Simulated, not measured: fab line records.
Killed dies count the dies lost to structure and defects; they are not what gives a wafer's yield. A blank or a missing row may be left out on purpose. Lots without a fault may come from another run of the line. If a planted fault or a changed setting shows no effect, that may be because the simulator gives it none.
A struck lot beside a sound one ; flow n5Finfet ; 34 out of 1938 route steps
Sound: wafers L576.2, L576.3, L576.6. Struck: wafer L582.2 (L582.1, L582.6, from the same lot, were not struck and are left out); the cause is given at the end.
For every step that has rows: the tool of each side, followed by ch and its chambers, followed by its first start. Under that, the readings that differ: sound wafers ; struck wafers ; difference of the means ; sigmas: that difference in standard deviations of wafers without a fault.
alike: same words and numbers on both sides, and readings whose means sit less than 2 such deviations apart. not compared: any withheld reading, any reading some wafer has no value for, any bound like >300 that may hide the same value, and any number with overlapping values for which the record gives no deviation.
A row with sigmas, a row that says differs or no value, or rows on one side alone: a step with any of these is where the two part. Numbers that don't overlap but have no deviation are shown without sigmas and don't part them. A reading that every wafer of one side lacks parts them only if that side has two wafers or more.

first, 9 steps without rows for these wafers: N5_BEOL_M9_DESCUM_33 (chemistry O2, time 7 s); N5_BEOL_M9_ETCH_76 (etches underlayer in N2/H2, target depth 6.5 nm, time 5.2 s); N5_BEOL_M9_ETCH_65 (etches SiARC in CF4, target depth 15.6 nm, time 26 s); N5_BEOL_M9_ETCH_66 (etches SOC in N2/H2, target depth 80 nm, overetch 16 nm, time 120 s); N5_BEOL_M9_STRIP_69 (strips in N2/H2); N5_BEOL_M9_STRIP_77 (strips in N2/H2); N5_BEOL_M9_VIA_ETCH_34 (etches SiCOH lowk in C4F6/O2, target depth 182.4 nm, time 68.4 s); N5_BEOL_M9_STRIP_73 (strips in C4F6/O2); N5_BEOL_M9_STRIP_36 (strips in N2/H2).
N5_BEOL_M9_TRENCH_ETCH_37: etches SiCOH lowk in C4F6/O2, target depth 151.43 nm, time 49 s.
  sound on rieDiel-03 ch 0,2, day 11 04:08; struck on rieDiel-01 ch 3, day 12 20:44
  alike: drypumpMotorCurrentA, oes_ar_750_au, oesProductAu, rfVppV, showerheadPlenumPTorr, throttleValvePct
  not compared: rfHoursCounterH
then, 23 steps without rows for these wafers: N5_BEOL_M9_ETCH_41 (etches SiCN in CH3F/O2, target depth 36.6 nm, time 70.1 s); N5_BEOL_M9_STRIP_80 (strips in N2/H2, time 10 s); N5_BEOL_M9_HM_STRIP_39 (strips TiN in peroxide tin strip, target depth 25 nm, time 158 s); N5_BEOL_M9_SRD_40 (time 30 s); N5_BEOL_M9_PRECLEAN_42 (cleans in residue remover, time 60 s); N5_BEOL_M9_SRD_43 (time 30 s); N5_BEOL_M9_CURE_72 (cures SiCOH lowk, time 120 s); N5_BEOL_M9_DEGAS_44 (time 60 s); N5_BEOL_M9_PRE_CLEAN_45 (time 30 s); N5_BEOL_M9_ALD_74 (deposits TaN, target thk 2 nm, pulse time 2 s, purge time 3 s); N5_BEOL_M9_SURFACE_TREAT_79; N5_BEOL_M9_CVD_78 (deposits Co from CCTBA/H2, target thk 2 nm, time 138.9 s); N5_BEOL_M9_SPUTTER_48 (material Cu, target thk 12 nm, time 2 s); N5_BEOL_M9_ECD_50 (material Cu, target thk 318 nm); N5_BEOL_M9_ANNEAL_51 (time 90 s); N5_BEOL_M9_CMP_52 (polishes, stops on SiCOH lowk, t overpolish 7 s, target thk 140 nm); N5_BEOL_M9_PRE_CLEAN_55 (time 15 s); N5_BEOL_M9_DEP_56 (deposits SiCN from 3MS/NH3, target thk 15 nm, time 26.5 s); N5_BEOL_M10_ILD_DEP_00 (deposits SiCOH lowk from DEMS/porogen, target thk 308.51 nm, time 58 s); N5_BEOL_M10_CURE_71 (cures SiCOH lowk, time 240 s); N5_BEOL_M10_PECVD_70 (deposits SiO2 from TEOS/O2, target thk 20 nm, time 22.7 s); N5_BEOL_M10_HM_DEP_02 (deposits TiN, target thk 20 nm); N5_BEOL_M10_COAT_59 (time 60 s, resist thk 100 nm).
-- a jump in the record: the struck wafers' starts before and after are 3 days apart (it breaks off in module BEOL_M10 and resumes in module PASSIVATION, where the first step shown is number 1936 of the route) --
N5_PASSIVATION_PROBE_49:
  only the struck wafers here have rows in the record (prober-02, day 15 11:07); the sound ones have none

== WHERE THEY PART ==
At N5_PASSIVATION_PROBE_49 and nowhere else, as far as this record goes.

WHY: whatever the simulator had introduced
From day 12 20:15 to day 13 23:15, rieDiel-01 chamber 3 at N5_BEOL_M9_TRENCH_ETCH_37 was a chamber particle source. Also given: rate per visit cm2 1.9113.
